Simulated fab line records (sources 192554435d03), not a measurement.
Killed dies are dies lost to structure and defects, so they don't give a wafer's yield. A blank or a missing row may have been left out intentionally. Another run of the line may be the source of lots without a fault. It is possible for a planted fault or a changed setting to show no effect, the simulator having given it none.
Lot-split experiment :: flow n5Finfet :: route with 1938 steps; 7 lots, 21 wafers read

## ON THE SPLIT
At N5_BEOL_M4_COAT_22 (resist thk 30 nm), the setting spinRpm was moved away from the recipe's 1500 rpm on 7 of the 21 wafers read, by -11.1% to +6.5%. All remaining wafers had this setting at the recipe value.

Reading taken at the split's own step.

## THE READING
CAR-EUV_of_BEOL_M4_COAT_22.thkNm (the simulator's own value, which no gauge read), in nm, at N5_BEOL_M4_COAT_22 (resist thk 30 nm). The file does not state a usual value for it. Here, 14 wafers ran the recipe; their average is 30.0 nm with a standard deviation of 0.076 nm.

wafer: L077.2
tool, chamber at the split: lithoTrack-01, 0
spinRpm as run, rpm: 1500
against the recipe: recipe
CAR-EUV_of_BEOL_M4_COAT_22.thkNm, nm: 30
against lot-mates on the recipe: -

wafer: L077.4
tool, chamber at the split: lithoTrack-01, 0
spinRpm as run, rpm: 1500
against the recipe: recipe
CAR-EUV_of_BEOL_M4_COAT_22.thkNm, nm: 30
against lot-mates on the recipe: -

wafer: L077.6
tool, chamber at the split: lithoTrack-01, 0
spinRpm as run, rpm: 1500
against the recipe: recipe
CAR-EUV_of_BEOL_M4_COAT_22.thkNm, nm: 30
against lot-mates on the recipe: -

wafer: L078.3
tool, chamber at the split: lithoTrack-02, 0
spinRpm as run, rpm: 1597
against the recipe: +6.5%
CAR-EUV_of_BEOL_M4_COAT_22.thkNm, nm: 29.2
against lot-mates on the recipe: -0.8

wafer: L078.5
tool, chamber at the split: lithoTrack-02, 0
spinRpm as run, rpm: 1597
against the recipe: +6.5%
CAR-EUV_of_BEOL_M4_COAT_22.thkNm, nm: 29
against lot-mates on the recipe: -1.0

wafer: L078.6
tool, chamber at the split: lithoTrack-02, 0
spinRpm as run, rpm: 1500
against the recipe: recipe
CAR-EUV_of_BEOL_M4_COAT_22.thkNm, nm: 30
against lot-mates on the recipe: -

wafer: L083.3
tool, chamber at the split: lithoTrack-04, 0
spinRpm as run, rpm: 1333
against the recipe: -11.1%
CAR-EUV_of_BEOL_M4_COAT_22.thkNm, nm: 31.8
against lot-mates on the recipe: +2.0

wafer: L083.4
tool, chamber at the split: lithoTrack-04, 0
spinRpm as run, rpm: 1333
against the recipe: -11.1%
CAR-EUV_of_BEOL_M4_COAT_22.thkNm, nm: 31.8
against lot-mates on the recipe: +2.0

wafer: L083.5
tool, chamber at the split: lithoTrack-04, 0
spinRpm as run, rpm: 1500
against the recipe: recipe
CAR-EUV_of_BEOL_M4_COAT_22.thkNm, nm: 29.8
against lot-mates on the recipe: -

wafer: L085.2
tool, chamber at the split: lithoTrack-04, 0
spinRpm as run, rpm: 1500
against the recipe: recipe
CAR-EUV_of_BEOL_M4_COAT_22.thkNm, nm: 30
against lot-mates on the recipe: -

wafer: L085.3
tool, chamber at the split: lithoTrack-04, 0
spinRpm as run, rpm: 1500
against the recipe: recipe
CAR-EUV_of_BEOL_M4_COAT_22.thkNm, nm: 30
against lot-mates on the recipe: -

wafer: L085.5
tool, chamber at the split: lithoTrack-04, 0
spinRpm as run, rpm: 1500
against the recipe: recipe
CAR-EUV_of_BEOL_M4_COAT_22.thkNm, nm: 30
against lot-mates on the recipe: -

wafer: L086.3
tool, chamber at the split: lithoTrack-01, 0
spinRpm as run, rpm: 1500
against the recipe: recipe
CAR-EUV_of_BEOL_M4_COAT_22.thkNm, nm: 30
against lot-mates on the recipe: -

wafer: L086.6
tool, chamber at the split: lithoTrack-01, 0
spinRpm as run, rpm: 1500
against the recipe: recipe
CAR-EUV_of_BEOL_M4_COAT_22.thkNm, nm: 30
against lot-mates on the recipe: -

wafer: L086.4
tool, chamber at the split: lithoTrack-01, 0
spinRpm as run, rpm: 1336
against the recipe: -10.9%
CAR-EUV_of_BEOL_M4_COAT_22.thkNm, nm: 31.8
against lot-mates on the recipe: +1.8

wafer: L089.3
tool, chamber at the split: lithoTrack-01, 0
spinRpm as run, rpm: 1500
against the recipe: recipe
CAR-EUV_of_BEOL_M4_COAT_22.thkNm, nm: 30
against lot-mates on the recipe: -

wafer: L089.6
tool, chamber at the split: lithoTrack-01, 0
spinRpm as run, rpm: 1500
against the recipe: recipe
CAR-EUV_of_BEOL_M4_COAT_22.thkNm, nm: 30
against lot-mates on the recipe: -

wafer: L089.5
tool, chamber at the split: lithoTrack-01, 0
spinRpm as run, rpm: 1500
against the recipe: recipe
CAR-EUV_of_BEOL_M4_COAT_22.thkNm, nm: 30.2
against lot-mates on the recipe: -

wafer: L097.1
tool, chamber at the split: lithoTrack-02, 0
spinRpm as run, rpm: 1598
against the recipe: +6.5%
CAR-EUV_of_BEOL_M4_COAT_22.thkNm, nm: 29.2
against lot-mates on the recipe: -0.8

wafer: L097.5
tool, chamber at the split: lithoTrack-02, 0
spinRpm as run, rpm: 1598
against the recipe: +6.5%
CAR-EUV_of_BEOL_M4_COAT_22.thkNm, nm: 29.2
against lot-mates on the recipe: -0.8

wafer: L097.4
tool, chamber at the split: lithoTrack-02, 0
spinRpm as run, rpm: 1500
against the recipe: recipe
CAR-EUV_of_BEOL_M4_COAT_22.thkNm, nm: 30
against lot-mates on the recipe: -

FIT RESULTS
A straight line over all 21 wafers: CAR-EUV_of_BEOL_M4_COAT_22.thkNm changes by -0.152 nm for each +1% of spinRpm; r = -0.99; the points scatter about the line by 0.1 nm.
The same after taking each lot's own level away (the mean of its wafers on the recipe; 21 wafers): -0.16 nm for each +1%; r = -0.99; scatter 0.11 nm.
The reading moves by 1.8 nm for the largest change in spinRpm, on that fit.
The span of the lots' own levels, 29.80 to 30.07 nm, comes to 3.5 times the standard deviation stated above.
The two slopes are in agreement: the lot-to-lot level therefore moves the slope only a little.
Check: with one of the wafers moved furthest among these (-11.1%) left out of the fit, the line predicts +1.78 nm for it against its lot-mates. It came out at +2 nm against them.

## THESE WAFERS: OTHER SPLITS
Before the reading, these wafers also passed through other splits. Each is held against what the fit with the lots' levels taken away leaves over:
other split on the same wafers: N5_BEOL_M1_COAT_05 spinRpm
wafers away from the commonest value: 7
r with CAR-EUV_of_BEOL_M4_COAT_22.thkNm (lot level and that fit taken away): +0.38

other split on the same wafers: N5_BEOL_M1_COAT_68 spinRpm
wafers away from the commonest value: 11
r with CAR-EUV_of_BEOL_M4_COAT_22.thkNm (lot level and that fit taken away): -0.34

other split on the same wafers: N5_BEOL_M1_COAT_76 spinRpm
wafers away from the commonest value: 7
r with CAR-EUV_of_BEOL_M4_COAT_22.thkNm (lot level and that fit taken away): -0.07

other split on the same wafers: N5_BEOL_M2_TRENCH_ETCH_37 biasW
wafers away from the commonest value: 11
r with CAR-EUV_of_BEOL_M4_COAT_22.thkNm (lot level and that fit taken away): -0.15

other split on the same wafers: N5_BEOL_M3_COAT_67 spinRpm
wafers away from the commonest value: 6
r with CAR-EUV_of_BEOL_M4_COAT_22.thkNm (lot level and that fit taken away): +0.05

other split on the same wafers: N5_BEOL_M3_COAT_22 spinRpm
wafers away from the commonest value: 8
r with CAR-EUV_of_BEOL_M4_COAT_22.thkNm (lot level and that fit taken away): +0.17

## FILE'S OWN FIT
CAR-EUV_of_BEOL_M4_COAT_22.thkNm changes by -0.162 nm for each +1% of spinRpm, r = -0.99.
